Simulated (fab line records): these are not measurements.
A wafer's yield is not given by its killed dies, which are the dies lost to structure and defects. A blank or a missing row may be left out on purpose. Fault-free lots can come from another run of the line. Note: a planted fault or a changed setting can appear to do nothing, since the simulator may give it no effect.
Which of the tools did it?	flow n5 finfet	20 lots, 60 wafers sampled, at 6 steps of a route of 1938

WHAT THE GAUGES SHOWED, per wafer
The record holds no reading of a measuring or inspecting step that can be judged against a usual standard deviation.

WHICH TOOL RAN EACH LOT (tool, then ch and the chambers of the sampled wafers, then the start)
lot	N5_HKMG_FIN_STRIP_34	N5_GATE_CUT_ETCH_58	N5_GATE_CUT_STRIP_59	N5_GATE_CUT_CMP_02	N5_GATE_CUT_ETCH_36	N5_GATE_CUT_VAPOR_ETCH_49
L074	rie diel-03 ch 0,1,3, day 4 04:02	rie diel-02 ch 0,1,2, day 4 09:08	rie diel-02 ch 0,1,2, day 4 09:14	cmp-02 ch 1,2,3, day 4 12:49	rie diel-06 ch 0,1,2, day 4 13:47	rie metal-01 ch 0,1, day 4 14:20
L075	rie diel-03 ch 0,1, day 4 09:39	rie diel-06 ch 0,1,3, day 4 14:31	rie diel-06 ch 0,1,3, day 4 14:37	cmp-01 ch 1,3, day 4 20:11	rie diel-02 ch 0,1,2, day 4 21:00	rie metal-02 ch 1, day 4 21:33
L077	rie diel-04 ch 0,1, day 4 22:09	rie diel-05 ch 0,2,3, day 5 03:02	rie diel-05 ch 0,2,3, day 5 03:08	cmp-03 ch 1,2,3, day 5 05:58	rie diel-02 ch 2,3, day 5 06:54	rie metal-02 ch 0, day 5 07:40
L078	rie diel-03 ch 0,1,2, day 5 03:21	rie diel-05 ch 0,1,2, day 5 08:02	rie diel-05 ch 0,1,2, day 5 08:08	cmp-03 ch 1,2,3, day 5 10:42	rie diel-06 ch 0,1, day 5 11:28	rie metal-01 ch 0, day 5 12:01
L079	rie diel-01 ch 1,2, day 5 11:26	rie diel-02 ch 0,1, day 5 16:11	rie diel-02 ch 0,1, day 5 16:17	cmp-03 ch 2,3, day 5 18:49	rie diel-02 ch 0,3, day 5 19:48	rie metal-01 ch 0, day 5 20:21
L080	rie diel-03 ch 1,2,3, day 5 15:30	rie diel-06 ch 0,2,3, day 5 20:08	rie diel-06 ch 0,2,3, day 5 20:14	cmp-03 ch 1,2,3, day 5 22:43	rie diel-02 ch 0,3, day 5 23:43	rie metal-01 ch 1, day 6 00:38
L081	rie diel-04 ch 1,2,3, day 6 02:20	rie diel-05 ch 1,2,3, day 6 07:13	rie diel-05 ch 1,2,3, day 6 07:19	cmp-02 ch 0,1,3, day 6 09:48	rie diel-02 ch 0,2,3, day 6 10:46	rie metal-03 ch 0, day 6 11:32
L083	rie diel-04 ch 0,1,3, day 6 16:11	rie diel-05 ch 1,2,3, day 6 20:44	rie diel-05 ch 1,2,3, day 6 20:50	cmp-01 ch 1,2,3, day 6 23:19	rie diel-06 ch 0,1,2, day 7 00:17	rie metal-02 ch 0,1, day 7 00:50
L085	rie diel-01 ch 0,1,2, day 7 01:13	rie diel-06 ch 0,3, day 7 05:39	rie diel-06 ch 0,3, day 7 05:45	cmp-01 ch 0,3, day 7 08:17	rie diel-06 ch 0,3, day 7 09:13	rie metal-01 ch 0,1, day 7 09:46
L086	rie diel-01 ch 0,1,2, day 7 09:16	rie diel-02 ch 0,3, day 7 13:44	rie diel-02 ch 0,3, day 7 13:50	cmp-03 ch 0,2,3, day 7 16:19	rie diel-05 ch 1,3, day 7 17:17	rie metal-02 ch 0,1, day 7 17:50
L087	rie diel-01 ch 1,3, day 7 11:53	rie diel-06 ch 0,2,3, day 7 16:19	rie diel-06 ch 0,2,3, day 7 16:25	cmp-01 ch 1,3, day 7 18:56	rie diel-05 ch 1,2, day 7 19:55	rie metal-03 ch 0,1, day 7 20:28
L088	rie diel-04 ch 0,1,2, day 7 16:05	rie diel-06 ch 0,2,3, day 7 20:33	rie diel-06 ch 0,2,3, day 7 20:39	cmp-02 ch 0,3, day 7 23:14	rie diel-05 ch 1,3, day 8 00:22	rie metal-03 ch 0,1, day 8 00:55
L089	rie diel-04 ch 0,3, day 7 22:52	rie diel-06 ch 0,1, day 8 03:18	rie diel-06 ch 0,1, day 8 03:24	cmp-01 ch 0,1,3, day 8 06:16	rie diel-02 ch 0,2, day 8 07:36	rie metal-03 ch 0,1, day 8 08:09
L090	rie diel-04 ch 1,2, day 8 02:58	rie diel-05 ch 0,2,3, day 8 07:24	rie diel-05 ch 0,2,3, day 8 07:30	cmp-01 ch 1,3, day 8 10:01	rie diel-02 ch 0,3, day 8 10:58	rie metal-02 ch 0,1, day 8 11:31
L091	rie diel-04 ch 0,2,3, day 8 10:30	rie diel-02 ch 0,2,3, day 8 15:12	rie diel-02 ch 0,2,3, day 8 15:18	cmp-03 ch 0,1,2, day 8 17:51	rie diel-05 ch 0,2,3, day 8 18:39	rie metal-01 ch 0,1, day 8 19:12
L092	rie diel-04 ch 2,3, day 8 15:02	rie diel-06 ch 0,1, day 8 22:17	rie diel-06 ch 0,1, day 8 22:23	cmp-02 ch 0,2, day 9 01:24	rie diel-06 ch 0,1,2, day 9 02:13	rie metal-03 ch 0,1, day 9 02:46
L093	rie diel-03 ch 1,2, day 8 22:35	rie diel-02 ch 1,3, day 9 03:27	rie diel-02 ch 1,3, day 9 03:33	cmp-02 ch 0,1,2, day 9 06:06	rie diel-05 ch 0,1,3, day 9 07:04	rie metal-02 ch 0, day 9 07:37
L094	rie diel-04 ch 2,3, day 9 05:28	rie diel-05 ch 1,2, day 9 09:56	rie diel-05 ch 1,2, day 9 10:02	cmp-01 ch 1,2,3, day 9 12:36	rie diel-05 ch 1,2, day 9 13:23	rie metal-01 ch 0,1, day 9 13:56
L095	rie diel-01 ch 1,2, day 9 10:05	rie diel-02 ch 1,2,3, day 9 14:40	rie diel-02 ch 1,2,3, day 9 14:46	cmp-01 ch 0,1,3, day 9 17:25	rie diel-06 ch 0,1,3, day 9 18:13	rie metal-02 ch 0,1, day 9 18:46
L097	rie diel-01 ch 1,3, day 9 21:02	rie diel-06 ch 1,3, day 10 01:38	rie diel-06 ch 1,3, day 10 01:44	cmp-02 ch 0,1,3, day 10 04:17	rie diel-06 ch 0,1, day 10 05:25	rie metal-03 ch 0,1, day 10 05:58
- N5_HKMG_FIN_STRIP_34: strips in CF4.
- N5_GATE_CUT_ETCH_58: etches SiNx in CH3F/O2, target depth 17 nm, time 128.6 s.
- N5_GATE_CUT_STRIP_59: strips in N2/H2, time 20 s.
- N5_GATE_CUT_CMP_02: polishes, stops on SiO2, t overpolish 12.7 s, target thk 0 nm.
- N5_GATE_CUT_ETCH_36: etches SiARC in CF4, target depth 13 nm, time 21.7 s.
- N5_GATE_CUT_VAPOR_ETCH_49: etches TiAlC in BCl3/Cl2.

AS READ BY THE TOOLS THEMSELVES (means over the sampled wafers that have a number; for cases with no such wafer, the mark the record gives instead)
N5_HKMG_FIN_STRIP_34.
lot	tool	drypump motor current A (A)	oes product au (a.u.)	rf vpp V (V)	showerhead plenum p Torr (Torr)	throttle valve pct (%)
L074	rie diel-03	5.5	0.77	272.2	1.85	13.42
L075	rie diel-03	5.3	0.82	272.4	1.86	13.27
L077	rie diel-04	6.0	0.81	271.7	1.80	13.68
L078	rie diel-03	5.3	0.79	272.1	1.83	13.34
L079	rie diel-01	5.0	0.72	270.9	1.80	13.59
L080	rie diel-03	5.5	0.75	271.8	1.82	13.51
L081	rie diel-04	6.0	0.77	271.4	1.81	13.54
L083	rie diel-04	6.0	0.78	271.3	1.81	13.63
L085	rie diel-01	5.2	0.73	271.4	1.78	13.58
L086	rie diel-01	5.2	0.73	270.8	1.78	13.57
L087	rie diel-01	5.8	0.79	273.2	1.88	13.46
L088	rie diel-04	6.0	0.76	271.8	1.79	13.64
L089	rie diel-04	6.0	0.73	272.5	1.82	13.69
L090	rie diel-04	6.1	0.74	271.1	1.78	13.56
L091	rie diel-04	6.0	0.72	270.9	1.80	13.69
L092	rie diel-04	6.0	0.70	271.6	1.82	13.62
L093	rie diel-03	5.3	0.75	270.9	1.79	13.49
L094	rie diel-04	6.0	0.71	271.8	1.82	13.62
L095	rie diel-01	5.0	0.69	272.1	1.79	13.67
L097	rie diel-01	5.8	0.77	272.8	1.88	13.49

N5_GATE_CUT_ETCH_58.
lot	tool	drypump motor current A (A)	oes product au (a.u.)	rf vpp V (V)	showerhead plenum p Torr (Torr)	throttle valve pct (%)
L074	rie diel-02	5.2	0.72	99.3	1.95	16.58
L075	rie diel-06	6.1	0.82	99.4	2.04	16.08
L077	rie diel-05	5.6	0.75	99.2	2.03	16.45
L078	rie diel-05	5.6	0.80	99.6	2.00	16.46
L079	rie diel-02	5.5	0.72	98.1	1.94	16.68
L080	rie diel-06	5.8	0.73	98.6	1.99	16.32
L081	rie diel-05	5.4	0.79	99.7	2.07	16.35
L083	rie diel-05	5.4	0.79	98.3	2.07	16.36
L085	rie diel-06	5.6	0.75	98.6	1.96	16.25
L086	rie diel-02	5.4	0.75	99.4	2.08	16.53
L087	rie diel-06	5.9	0.72	99.0	1.98	16.34
L088	rie diel-06	5.8	0.72	99.1	1.98	16.34
L089	rie diel-06	6.1	0.83	99.7	2.04	16.05
L090	rie diel-05	5.6	0.73	99.1	2.02	16.49
L091	rie diel-02	5.2	0.81	99.9	2.10	16.40
L092	rie diel-06	5.7	0.79	100.0	1.98	16.21
L093	rie diel-02	5.6	0.92	98.3	2.11	16.39
L094	rie diel-05	5.2	0.77	99.0	2.05	16.59
L095	rie diel-02	5.4	0.90	100.2	2.12	16.29
L097	rie diel-06	6.5	0.77	99.0	2.08	16.08

N5_GATE_CUT_STRIP_59.
lot	tool	drypump motor current A (A)	n2 flow sccm (sccm)	oes product au (a.u.)	rf vpp V (V)	showerhead plenum p Torr (Torr)	throttle valve pct (%)
L074	rie diel-02	5.3	300.0	0.72	45.1	3.31	12.5
L075	rie diel-06	6.1	299.6	0.82	45.7	3.45	12.0
L077	rie diel-05	5.6	299.1	0.74	45.9	3.43	12.5
L078	rie diel-05	5.6	299.8	0.80	45.1	3.39	12.5
L079	rie diel-02	5.5	299.3	0.71	45.2	3.31	12.7
L080	rie diel-06	5.9	300.2	0.73	45.4	3.37	12.3
L081	rie diel-05	5.4	300.5	0.79	45.3	3.50	12.3
L083	rie diel-05	5.4	300.2	0.79	45.8	3.49	12.3
L085	rie diel-06	5.6	299.9	0.75	44.1	3.32	12.1
L086	rie diel-02	5.4	300.2	0.75	44.9	3.51	12.4
L087	rie diel-06	5.8	298.9	0.72	44.9	3.36	12.3
L088	rie diel-06	5.8	300.8	0.72	45.1	3.36	12.3
L089	rie diel-06	6.1	299.9	0.83	46.0	3.46	12.0
L090	rie diel-05	5.6	300.5	0.72	45.6	3.41	12.5
L091	rie diel-02	5.2	299.7	0.82	45.1	3.53	12.2
L092	rie diel-06	5.6	300.1	0.79	45.4	3.34	12.1
L093	rie diel-02	5.6	300.0	0.92	45.5	3.57	12.3
L094	rie diel-05	5.2	298.8	0.76	45.1	3.48	12.6
L095	rie diel-02	5.4	300.4	0.89	45.4	3.56	12.1
L097	rie diel-06	6.5	299.3	0.77	44.8	3.52	12.1

N5_GATE_CUT_CMP_02.
lot	tool	motor current A (A)	overpolish run s (s)	pad life wafers	retaining ring pressure frac	time to endpoint s (s)
L074	cmp-02	8.7	12.701	853	0.996	25.5
L075	cmp-01	9.2	12.697	1808	1.002	25.3
L077	cmp-03	9.6	12.696	326	1.001	24.8
L078	cmp-03	9.9	12.703	380	1.001	25.1
L079	cmp-03	9.3	12.701	452	1.004	23.8
L080	cmp-03	9.5	12.701	487	1.001	25.5
L081	cmp-02	8.6	12.703	1177	1.007	26.7
L083	cmp-01	8.8	12.699	146	1.002	26.5
L085	cmp-01	8.8	12.700	218	1.000	23.7
L086	cmp-03	8.6	12.707	841	0.996	28.6
L087	cmp-01	9.2	12.703	302	1.004	26.2
L088	cmp-02	8.8	12.693	1460	1.000	22.2
L089	cmp-01	8.8	12.708	417	1.002	21.3
L090	cmp-01	9.1	12.703	446	1.005	23.3
L091	cmp-03	9.2	12.701	1046	1.001	25.5
L092	cmp-02	8.2	12.700	1652	1.002	24.8
L093	cmp-02	8.2	12.699	1688	1.002	28.5
L094	cmp-01	8.7	12.698	638	1.000	25.0
L095	cmp-01	8.6	12.700	674	1.004	24.5
L097	cmp-02	8.9	12.698	1892	0.998	22.5

N5_GATE_CUT_ETCH_36.
lot	tool	drypump motor current A (A)	etch rf on time s (s)	oes product au (a.u.)	rf vpp V (V)	showerhead plenum p Torr (Torr)	throttle valve pct (%)
L074	rie diel-06	5.9	21.8	0.68	184.4	2.15	15.55
L075	rie diel-02	5.3	21.8	0.61	183.5	2.09	15.88
L077	rie diel-02	5.3	22.0	0.63	184.1	2.17	15.75
L078	rie diel-06	5.6	21.6	0.70	183.9	2.12	15.46
L079	rie diel-02	5.3	22.0	0.65	185.2	2.23	15.89
L080	rie diel-02	5.4	21.8	0.65	185.5	2.23	15.85
L081	rie diel-02	5.2	22.0	0.62	184.4	2.16	15.83
L083	rie diel-06	5.9	21.6	0.66	183.9	2.14	15.60
L085	rie diel-06	5.6	21.8	0.64	184.8	2.11	15.55
L086	rie diel-05	5.6	21.7	0.67	184.8	2.21	15.47
L087	rie diel-05	5.2	21.6	0.66	184.6	2.20	15.82
L088	rie diel-05	5.7	21.8	0.70	185.1	2.19	15.51
L089	rie diel-02	5.1	22.1	0.69	185.7	2.24	15.74
L090	rie diel-02	5.3	21.8	0.63	185.5	2.22	15.93
L091	rie diel-05	5.6	21.6	0.62	184.0	2.15	15.77
L092	rie diel-06	5.9	21.6	0.65	185.0	2.14	15.62
L093	rie diel-05	5.8	21.8	0.65	184.8	2.14	15.62
L094	rie diel-05	5.2	21.7	0.65	184.4	2.19	15.84
L095	rie diel-06	6.1	22.1	0.66	183.2	2.17	15.46
L097	rie diel-06	6.1	21.8	0.69	185.0	2.19	15.41

N5_GATE_CUT_VAPOR_ETCH_49.
lot	tool	drypump motor current A (A)	oes product au (a.u.)
L074	rie metal-01	5.8	0.73
L075	rie metal-02	6.2	0.59
L077	rie metal-02	6.1	0.96
L078	rie metal-01	5.3	0.57
L079	rie metal-01	5.3	0.57
L080	rie metal-01	6.1	0.79
L081	rie metal-03	5.4	0.95
L083	rie metal-02	6.1	0.92
L085	rie metal-01	5.6	0.90
L086	rie metal-02	6.1	0.90
L087	rie metal-03	5.1	0.94
L088	rie metal-03	5.1	0.93
L089	rie metal-03	5.1	0.93
L090	rie metal-02	6.2	0.90
L091	rie metal-01	5.8	0.82
L092	rie metal-03	5.1	0.91
L093	rie metal-02	6.1	0.88
L094	rie metal-01	5.8	0.82
L095	rie metal-02	6.2	0.88
L097	rie metal-03	5.2	0.89

THE ANSWER, worked out from the rows above alone
Rule: the usual values come from the lots themselves. Put in order of their means at a reading, lots are off if they are a third of the lots or fewer, leave a main group of 4 or more, and stand apart from it by a gap of 3 or more times the standard deviation of the main group's means; of several such gaps the widest counts. The tables above print the reading to a certain number of digits; a main group whose means all agree to those digits is not used. Also off: a lot with no number at a reading for which 4 or more lots have one. Where the step has rows for the other lots, those lots are counted as sound. First the gauges in route order, then the tools' own readings, where a lot's mean is used as printed above. At the first step where some lot is off, the reading lying furthest off is the one used; lots without a number count as furthest.
Across all readings shown, no lot is off: no conclusion can be drawn from this.

WHAT THE SIMULATOR PUT IN
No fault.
